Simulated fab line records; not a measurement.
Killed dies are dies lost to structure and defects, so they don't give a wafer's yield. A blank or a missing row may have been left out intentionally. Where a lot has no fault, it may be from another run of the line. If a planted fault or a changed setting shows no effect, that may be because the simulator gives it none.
Check of tool commonality | flow n5_finfet | 7 lots, 19 wafers sampled

## REASON IT WAS OPENED
Flagged at N5_BEOL_M9_OCD_MEAS_38: reading trench_depth_nm, on 1 of 7 lots. Wafers without a fault read 150.9 nm, standard deviation 2.4.
Rule: flag the lot when none of its wafers has a number, or when each of its wafers that has one lies beyond 4 standard deviations from that mean. The rest of the lots are taken to be sound.

lot  | measured     | on     | trench_depth_nm (nm), wafer by wafer | flag
L696 | day 10 20:30 | ocd-01 | 153.4 152.4 150.5                    |
L699 | day 11 09:11 | ocd-01 | 123.8 122.4                          | FLAGGED
L707 | day 13 15:10 | ocd-01 | 152.1 150.2 148.5                    |
L711 | day 14 11:37 | ocd-01 | 154.1 154.0 153.6                    |
L715 | day 15 17:38 | ocd-02 | 149.2 151.3 150.0                    |
L717 | day 16 02:22 | ocd-02 | 152.5 153.0                          |
L718 | day 16 05:45 | ocd-01 | 152.9 153.0 152.2                    |
The numbers of the flagged lots are 123.1 nm on average: -27.8 nm against the usual, or -12 standard deviations.

## EACH LOT AND THE TOOL IT RAN ON
3 process steps preceding the reading are held in the record, out of 1938 steps in the route. In each cell: the tool, then ch and the chambers that the sampled wafers went through, then the start.
lot  | flag    | N5_BEOL_M9_STRIP_67                | N5_BEOL_M9_ETCH_65                 | N5_BEOL_M9_TRENCH_ETCH_37
L696 |         | rie_diel-02 ch 0,3, day 10 17:34   | rie_diel-04 ch 0,1,3, day 10 20:06 | rie_diel-04 ch 0,1,3, day 10 20:20
L699 | FLAGGED | rie_diel-04 ch 0,2, day 11 07:25   | rie_diel-04 ch 0,1, day 11 08:47   | rie_diel-04 ch 0,1, day 11 09:01
L707 |         | rie_diel-05 ch 0,2,3, day 13 11:05 | rie_diel-05 ch 0,2,3, day 13 14:46 | rie_diel-05 ch 0,2,3, day 13 14:59
L711 |         | rie_diel-02 ch 1,2,3, day 14 07:31 | rie_diel-04 ch 0,1,2, day 14 11:12 | rie_diel-04 ch 0,1,2, day 14 11:26
L715 |         | rie_diel-04 ch 0,1,3, day 15 14:22 | rie_diel-04 ch 1,2, day 15 17:14   | rie_diel-04 ch 1,2, day 15 17:28
L717 |         | rie_diel-02 ch 0,1, day 15 23:11   | rie_diel-04 ch 2,3, day 16 01:58   | rie_diel-04 ch 2,3, day 16 02:12
L718 |         | rie_diel-05 ch 0,1,2, day 16 03:29 | rie_diel-04 ch 0,1,2, day 16 05:20 | rie_diel-04 ch 0,1,2, day 16 05:34
These steps, and what they do:
- N5_BEOL_M9_STRIP_67: strips in CF4.
- N5_BEOL_M9_ETCH_65: etches SiARC in CF4, target depth 15.6 nm, time 26 s.
- N5_BEOL_M9_TRENCH_ETCH_37: etches SiCOH lowk in C4F6/O2, target depth 151.43 nm, time 49 s.
- N5_BEOL_M9_OCD_MEAS_38

## FLAGGED OVER TOTAL, TOOL BY TOOL (the gauges that took the reading come last)
step                      | tool        | lots run | flagged | share of the flagged lots | sound lots run after its first flagged lot
N5_BEOL_M9_STRIP_67       | rie_diel-02 | 3        | 0       | none                      | -
N5_BEOL_M9_STRIP_67       | rie_diel-04 | 2        | 1       | all                       | 1 (L715)
N5_BEOL_M9_STRIP_67       | rie_diel-05 | 2        | 0       | none                      | -
N5_BEOL_M9_ETCH_65        | rie_diel-04 | 6        | 1       | all                       | 4 (L711,L715,L717,L718)
N5_BEOL_M9_ETCH_65        | rie_diel-05 | 1        | 0       | none                      | -
N5_BEOL_M9_TRENCH_ETCH_37 | rie_diel-04 | 6        | 1       | all                       | 4 (L711,L715,L717,L718)
N5_BEOL_M9_TRENCH_ETCH_37 | rie_diel-05 | 1        | 0       | none                      | -
N5_BEOL_M9_OCD_MEAS_38    | ocd-01      | 5        | 1       | all                       | 3 (L707,L711,L718)
N5_BEOL_M9_OCD_MEAS_38    | ocd-02      | 2        | 0       | none                      | -

## WHAT IS ALLOWED BY THE TABLE
4 rows of the table ran every flagged lot: rie_diel-04 at N5_BEOL_M9_STRIP_67, rie_diel-04 at N5_BEOL_M9_ETCH_65, rie_diel-04 at N5_BEOL_M9_TRENCH_ETCH_37, ocd-01 at N5_BEOL_M9_OCD_MEAS_38.
- rie_diel-04 at N5_BEOL_M9_STRIP_67: 1 of its 2 lots flagged. Lots that were sound ran on it after the first flagged one (L715); a persistent fault on the entire tool would not allow that.
- rie_diel-04 at N5_BEOL_M9_ETCH_65: 1 of its 6 lots flagged. Lots that were sound ran on it after the first flagged one (L711, L715, L717, L718); a persistent fault on the entire tool would not allow that.
- rie_diel-04 at N5_BEOL_M9_TRENCH_ETCH_37: 1 of its 6 lots flagged. Lots that were sound ran on it after the first flagged one (L711, L715, L717, L718); a persistent fault on the entire tool would not allow that.
- ocd-01 at N5_BEOL_M9_OCD_MEAS_38: 1 of its 5 lots flagged. Lots that were sound ran on it after the first flagged one (L707, L711, L718); a persistent fault on the entire tool would not allow that.
Not one row of the table ran every flagged lot while running no sound lot after the first.

## WHAT THE SIMULATOR HAD PUT IN
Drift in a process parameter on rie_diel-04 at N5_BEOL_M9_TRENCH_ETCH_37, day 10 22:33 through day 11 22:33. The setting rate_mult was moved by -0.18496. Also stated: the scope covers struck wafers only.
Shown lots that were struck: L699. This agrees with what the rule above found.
